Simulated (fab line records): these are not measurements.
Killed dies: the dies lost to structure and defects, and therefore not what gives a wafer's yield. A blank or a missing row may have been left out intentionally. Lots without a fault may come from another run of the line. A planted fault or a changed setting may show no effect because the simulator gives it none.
Matching of chambers    flow n5-finfet    4 sister chambers for N5_FIN_CUT_ETCH_20 on rie-diel-02
The step etches SiARC in CF4, target depth 26 nm, time 43.3 s. 20 wafers are shown with their chamber, then 10 later ones without.

WAFERS PAIRED WITH THEIR CHAMBERS
wafer   chamber  showerhead-plenum-p-Torr (Torr)  drypump-motor-current-A (A)  throttle-valve-pct (%)
L075.1  1        2.09                             6.0                          15.79
L075.3  2        2.23                             6.3                          15.68
L075.5  3        2.13                             5.9                          15.43
L077.2  0        2.13                             5.8                          15.74
L077.5  1        2.08                             6.0                          15.80
L077.6  0        2.13                             5.7                          15.72
L079.1  1        2.08                             6.0                          15.82
L079.2  3        2.13                             5.9                          15.44
L079.5  1        2.08                             6.0                          15.81
L081.2  1        2.08                             6.0                          15.80
L081.4  0        2.13                             5.8                          15.73
L081.5  3        2.13                             5.8                          15.44
L086.2  3        2.13                             5.8                          15.47
L086.4  2        2.23                             6.3                          15.71
L086.6  3        2.13                             5.9                          15.47
L087.1  1        2.08                             6.0                          15.83
L087.3  0        2.12                             5.8                          15.76
L087.5  1        2.08                             6.0                          15.82
L088.1  0        2.12                             5.8                          15.77
L088.2  1        2.08                             6.0                          15.84

SIGNATURES, as means of the wafers listed above
reading                   chamber 0  chamber 1  chamber 2  chamber 3  scatter within a chamber
showerhead-plenum-p-Torr  2.1260     2.0812     2.2300     2.1300     0.0036
drypump-motor-current-A   5.780      6.000      6.300      5.860      0.0354
throttle-valve-pct        15.7440    15.8138    15.6950    15.4500    0.0186
Rule: a wafer lies at a distance from a chamber equal to the root of the sum of squares, over the readings, of (its reading less the chamber's mean, divided by the reading's scatter). The wafer belongs to the nearest chamber; if the next one is less than 2 further off, it can't be placed. The scatter is the square root of a quotient: the sum, over the shown wafers, of each reading's squared deviation from its chamber's mean, divided by wafers minus chambers.

WAFERS WITH NO CHAMBER GIVEN
wafer   showerhead-plenum-p-Torr (Torr)  drypump-motor-current-A (A)  throttle-valve-pct (%)
L088.4  2.12                             5.8                          15.76
L091.3  2.13                             5.8                          15.50
L091.4  2.08                             6.0                          15.85
L091.6  2.12                             5.8                          15.77
L093.4  2.12                             5.8                          15.51
L093.5  2.22                             6.3                          15.71
L093.6  2.12                             5.8                          15.51
L095.1  2.12                             5.8                          15.50
L095.4  2.22                             6.2                          15.72
L095.5  2.12                             5.8                          15.51

THE CHAMBER EACH PASSED THROUGH
wafer   from the rows above  in truth
L088.4  0                    0
L091.3  3                    3
L091.4  1                    1
L091.6  0                    0
L093.4  3                    3
L093.5  2                    2
L093.6  3                    3
L095.1  3                    3
L095.4  2                    2
L095.5  3                    3
Placed correctly: 10 of 10. Not placeable from these rows: 0. Number placed wrongly: 0.
